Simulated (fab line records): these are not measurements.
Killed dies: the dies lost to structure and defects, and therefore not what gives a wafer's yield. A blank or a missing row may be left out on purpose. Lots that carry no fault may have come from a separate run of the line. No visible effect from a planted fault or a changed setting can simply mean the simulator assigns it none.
A lot that was struck, set against a sound lot | flow n5Finfet | 14 steps out of a route of 1938
Sound: the wafers L231.3, L231.4, L231.5. Wafers L246.1, L246.5, L246.6 were the ones struck. Last of all comes the cause.
Per side, at each step with rows, come the tool, then ch with its chambers, and then its first start. Under that, the readings that differ: sound wafers | struck wafers | difference of the means | sigmas: that difference in standard deviations of wafers without a fault.
alike: readings whose means differ by less than 2 such deviations, and words and numbers that are the same on both sides. not compared: withheld readings, readings that some wafer has no value for, bounds like >300 that may hide the same value, and numbers for which the record gives no deviation and whose values overlap.
A row with sigmas, a row that says differs or no value, or rows on one side alone: a step with any of these is where the two part. When numbers do not overlap yet have no deviation, they are printed without sigmas and do not part them. A reading missing from all wafers of one side parts the sides only when that side holds two or more wafers.

first, 1 step without rows for these wafers: N5_BEOL_M5_CVD_47 (deposits Co from CCTBA/H2, target thk 3 nm, time 216 s).
N5_BEOL_M5_SPUTTER_48: material Cu, target thk 15 nm, time 27.62 s.
  sound: pvdSputter-01 at day 9 15:53; struck: pvdSputter-01 at day 13 17:03
  alike: throttleValvePct
N5_BEOL_M5_ANNEAL_49: time 1800 s.
  sound: pvdSputter-01 at day 9 15:58; struck: pvdSputter-01 at day 13 17:08
  alike: heaterPowerW
N5_BEOL_M5_SPUTTER_81: material Cu, target thk 15 nm, time 27.62 s.
  sound: pvdSputter-01 at day 9 16:59; struck: pvdSputter-01 at day 13 18:08
  alike: throttleValvePct
N5_BEOL_M5_ANNEAL_82: time 1800 s.
  sound: pvdSputter-01 at day 9 17:04; struck: pvdSputter-01 at day 13 18:13
  alike: heaterPowerW
then, 4 steps without rows for these wafers: N5_BEOL_M5_SPUTTER_83 (material Cu, target thk 15 nm, time 27.62 s); N5_BEOL_M5_ANNEAL_84 (time 1800 s); N5_BEOL_M5_SPUTTER_88 (material Cu, target thk 15 nm, time 27.62 s); N5_BEOL_M5_ANNEAL_89 (time 1800 s).
N5_BEOL_M5_SPUTTER_90: material Cu, target thk 4.5 nm, time 8.29 s.
  sound: pvdSputter-01 at day 9 20:14; struck: pvdSputter-01 at day 13 21:24
  alike: throttleValvePct
then, 2 steps without rows for these wafers: N5_BEOL_M5_ECD_50 (material Cu, target thk 300 nm); N5_BEOL_M5_ANNEAL_51 (time 90 s).
N5_BEOL_M5_CMP_52: polishes, stops on SiCOH lowk, t overpolish 6.9 s, target thk 62 nm.
  sound on cmp-04 ch 0,1,3, day 9 20:47; struck on cmp-04 ch 0,3, day 13 21:56
reading                   | sound             | struck            | difference | sigmas
barrierFieldEndpointS (s) | 23.6 23.7 23.9    | 26.1 25.5 26.4    | +2.3       | +3
platenRpm (rpm)           | 50.00 50.03 50.00 | 48.01 48.01 47.97 | -2.01      | -54
timeToEndpointS (s)       | 56 54 59          | 63 65 65          | +8         | +2
  alike: motorCurrentA, overpolishRunS
-- the record jumps here: 4 days lie between the struck wafers' starts before and after (it left off in module BEOL_M5 and takes up again in module PASSIVATION, whose first step shown is number 1936 of the route) --
N5_PASSIVATION_PROBE_49:
  sound: prober-02 at day 14 04:52; struck: prober-01 at day 18 06:53
  alike: defectLimitedYield, killed_at_M0_to_M3, killed_at_M4_up, killedAtContacts, killedAtFrontEnd, killedAtOther, killedDies, killedOpen, killedShort, sort_bin_4_leakage, sort_bin_5_function, sort_bin_6_memory, sortNPass, sortYieldPct

## WHERE THEY PART
Only at N5_BEOL_M5_CMP_52, as far as this record shows. Later steps at which nothing parts them and some readings are alike: N5_PASSIVATION_PROBE_49.

WHY: what the simulator had put in
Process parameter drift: cmp-04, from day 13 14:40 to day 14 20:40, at N5_BEOL_M5_CMP_52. From 50, the setting platenRpm moved by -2. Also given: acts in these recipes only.
